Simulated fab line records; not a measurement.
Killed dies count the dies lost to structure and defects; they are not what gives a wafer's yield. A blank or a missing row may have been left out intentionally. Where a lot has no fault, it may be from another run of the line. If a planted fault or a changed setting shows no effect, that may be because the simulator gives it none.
Comparing a struck lot with a sound one / flow n5Finfet / 19 out of 1938 route steps
Sound: these wafers, L633.1, L633.3, L633.4. Struck: wafer L644.6 (left out: L644.4, a lot-mate that was not struck); the cause follows at the end.
Order at every step that has rows: each side's tool, ch and its chambers, its first start. Under that, the readings that differ: sound wafers / struck wafers / difference of the means / sigmas: that difference in standard deviations of wafers without a fault.
alike: readings with means less than 2 such deviations apart, plus words and numbers identical on both sides. not compared: withheld readings, readings lacking a value on some wafer, bounds such as >300 that could conceal the same value, and numbers that have no deviation in the record and whose values overlap.
The two part at a step that has a row with sigmas, a row that says differs or no value, or rows on one side only. Non-overlapping numbers with no deviation appear without sigmas and do not part them. Lack of a reading on every wafer of one side parts them only where that side has two or more wafers.

first, 4 steps without rows for these wafers: N5_BEOL_M1_SOFTBAKE_23 (time 60 s); N5_BEOL_M1_EXPOSE_25 (exposes mask V0, defocus 5 nm, target cd 24 nm); N5_BEOL_M1_PEB_26 (peb time 60 s); N5_BEOL_M1_DEVELOP_27 (develop time 30 s).
N5_BEOL_M1_CD_MEAS_28: target cd y 23.3 nm.
  sound on cdSem-03 ch 0, day 8 08:01; struck on cdSem-02 ch 0, day 11 12:58
reading=cdNm (nm); sound=23.51 23.28 23.73; struck=24.15; difference=+0.64; sigmas=+3
N5_BEOL_M1_OVL_MEAS_29:
  sound on overlay-01 ch 0, day 8 08:02; struck on overlay-01 ch 0, day 11 13:01
  alike: V0_OVL
N5_BEOL_M1_INSPECT_30: inspects for defects (brightfield).
  sound on defectInspect-01, day 8 08:06; struck on defectInspect-01, day 11 13:03
  alike: rawDefectCount
N5_BEOL_M1_DESCUM_33: chemistry O2, time 7 s.
  sound on rieDiel-02 ch 0,1,3, day 8 08:14; struck on rieDiel-02 ch 0, day 11 13:05
  alike: drypumpMotorCurrentA, oesProductAu, rfVppV, showerheadPlenumPTorr, throttleValvePct
  not compared: rfHoursCounterH
N5_BEOL_M1_ETCH_77: etches underlayer in N2/H2, target depth 6.5 nm, time 5.2 s.
  sound on rieDiel-02 ch 0,1,3, day 8 08:17; struck on rieDiel-02 ch 0, day 11 13:07
  alike: biasW, drypumpMotorCurrentA, etchRfOnTimeS, oesProductAu, rfVppV, showerheadPlenumPTorr, throttleValvePct
  not compared: rfHoursCounterH
N5_BEOL_M1_ETCH_69: etches SiARC in CF4, target depth 15.6 nm, time 26 s.
  sound on rieDiel-02 ch 0,1,3, day 8 08:18; struck on rieDiel-02 ch 0, day 11 13:08
  alike: biasW, drypumpMotorCurrentA, etchRfOnTimeS, oesProductAu, rfVppV, showerheadPlenumPTorr, throttleValvePct
  not compared: rfHoursCounterH
N5_BEOL_M1_ALD_98: deposits SiO2, target thk 2.5 nm, pulse time 1 s, co reactant pulse time 1 s.
  sound on aldSin-04 ch 0,1,3, day 8 08:23; struck on aldSin-02 ch 0, day 11 13:20
  alike: heaterPowerW, precursorPulseHeightRel
N5_BEOL_M1_ETCHBACK_99: etches SiO2 in CHF3, target depth 5 nm, time 10.4 s.
  sound on rieDiel-02 ch 0,1,3, day 8 08:34; struck on rieDiel-02 ch 2, day 11 16:32
  alike: biasW, drypumpMotorCurrentA, oesProductAu, rfVppV, showerheadPlenumPTorr, throttleValvePct
  not compared: rfHoursCounterH
N5_BEOL_M1_ETCH_70: etches SOC in N2/H2, target depth 80 nm, overetch 16 nm, time 120 s.
  sound on rieDiel-02 ch 0,1,3, day 8 08:36; struck on rieDiel-02 ch 2, day 11 16:35
reading=drypumpMotorCurrentA (A); sound=5.7 6.1 5.9; struck=4.9; difference=-1.0; sigmas=-2
reading=model.SiARC_of_BEOL_M1_COAT_68.thkNm (nm); sound=6.2 6.4 6.6; struck=4.4; difference=-2.0; sigmas=
  alike: biasW, oesProductAu, rfVppV, showerheadPlenumPTorr, throttleValvePct
  not compared: rfHoursCounterH
then, 2 steps without rows for these wafers: N5_BEOL_M1_STRIP_71 (strips in N2/H2); N5_BEOL_M1_STRIP_78 (strips in N2/H2).
N5_BEOL_M1_VIA_ETCH_34: etches the open film in C4F6/O2, target depth 67.8 nm, time 64.4 s.
  sound on rieDiel-02 ch 0,1,3, day 8 08:42; struck on rieDiel-02 ch 2, day 11 16:41
reading=biasW (W); sound=170.4 169.5 170.3; struck=169.0; difference=-1.1; sigmas=-2
reading=model.BEOL_M1.cdNm (nm); sound=17.4 17.8 18; struck=19; difference=+1; sigmas=
  alike: O2_flow_sccm, drypumpMotorCurrentA, oesProductAu, rfVppV, showerheadPlenumPTorr, throttleValvePct
  not compared: rfHoursCounterH
then, 1 step without rows for these wafers: N5_BEOL_M1_STRIP_83 (strips in C4F6/O2).
N5_BEOL_M4_RC_MEAS_101:
  sound on prober-02 ch 0, day 10 04:01; struck on prober-02 ch 0, day 13 13:34
reading=IOFF_N (nA/um); sound=0.161 0.207 0.235; struck=0.130; difference=-0.071; sigmas=-2
reading=SS_P (mV/dec); sound=73.3 73.8 74.7; struck=72.2; difference=-1.7; sigmas=-3
reading=VT_N (mV); sound=250 246 241; struck=253; difference=+7; sigmas=+2
  alike: DIBL_N, DIBL_P, IOFF_P, ION_N, ION_P, SS_N, VT_P
-- here the record skips 4 days between the struck wafers' starts before and after, leaving off in module BEOL_M4 and picking up in module PASSIVATION (first step shown: number 1936 of the route) --
N5_PASSIVATION_PROBE_49:
  sound on prober-02, day 14 20:58; struck on prober-01, day 17 21:33
reading=killedOnRim; sound=12 12 16; struck=23; difference=+10; sigmas=+2
  alike: defectLimitedYield, killed_at_M0_to_M3, killed_at_M4_up, killedAtContacts, killedAtFrontEnd, killedAtOther, killedDies, killedOpen, killedShort, sort_bin_5_function, sort_bin_6_memory, sortNPass, sortYieldPct

## WHERE THEY PART
At N5_BEOL_M1_CD_MEAS_28 first; at N5_PASSIVATION_PROBE_49 last (within this record only).

WHY: what the simulator had put in
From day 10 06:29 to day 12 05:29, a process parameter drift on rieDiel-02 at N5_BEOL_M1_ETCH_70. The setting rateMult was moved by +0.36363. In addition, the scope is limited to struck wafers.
